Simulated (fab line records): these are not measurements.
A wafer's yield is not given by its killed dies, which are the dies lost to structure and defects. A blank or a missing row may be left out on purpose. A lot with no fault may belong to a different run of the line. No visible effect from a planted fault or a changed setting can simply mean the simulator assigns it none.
Matching of chambers -- flow nand_harc -- NHARC_A_BLC_ALD_23 on ald_metal-04: 4 sister chambers
The step deposits TiN, target thk 3 nm, pulse time 1 s, ald cycles 150. 4 wafers are shown with their chamber, then 9 later ones without.

EACH WAFER AND ITS CHAMBER
wafer,chamber,heater_power_w (W)
L814.3,1,1104
L817.3,0,1178
L817.5,2,902
L817.6,3,1166

WAFERS WHOSE CHAMBER IS MISSING
wafer,heater_power_w (W)
L818.1,1173
L818.2,916
L818.5,912
L825.2,927
L825.3,1082
L825.6,1161
L828.1,1146
L828.5,935
L828.6,1102

CHAMBER TAKEN BY EACH
wafer,from the rows above,in truth
L818.1,can't be placed: 0 or 3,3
L818.2,2,2
L818.5,2,2
L825.2,2,2
L825.3,1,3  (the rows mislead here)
L825.6,can't be placed: 3 or 0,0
L828.1,can't be placed: 3 or 0 or 1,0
L828.5,2,2
L828.6,1,1
Correctly placed: 5 of 9. Cannot be placed on the basis of these rows: 3; the candidates contain the true chamber in 3. Wrongly placed: 1.
How it was worked out, from the rows above alone: a wafer's distance from a chamber is the root of the sum, over the readings, of the square of ((its reading less the chamber's mean) divided by the reading's scatter). If the next closest chamber is less than 2 further off than the closest, the wafer can't be placed; otherwise it belongs to the closest. Each chamber's mean is taken over the wafers shown for it. The scatter: with one shown wafer a chamber, the root of the mean of the squares of how far each hidden wafer lies from its nearest shown one.
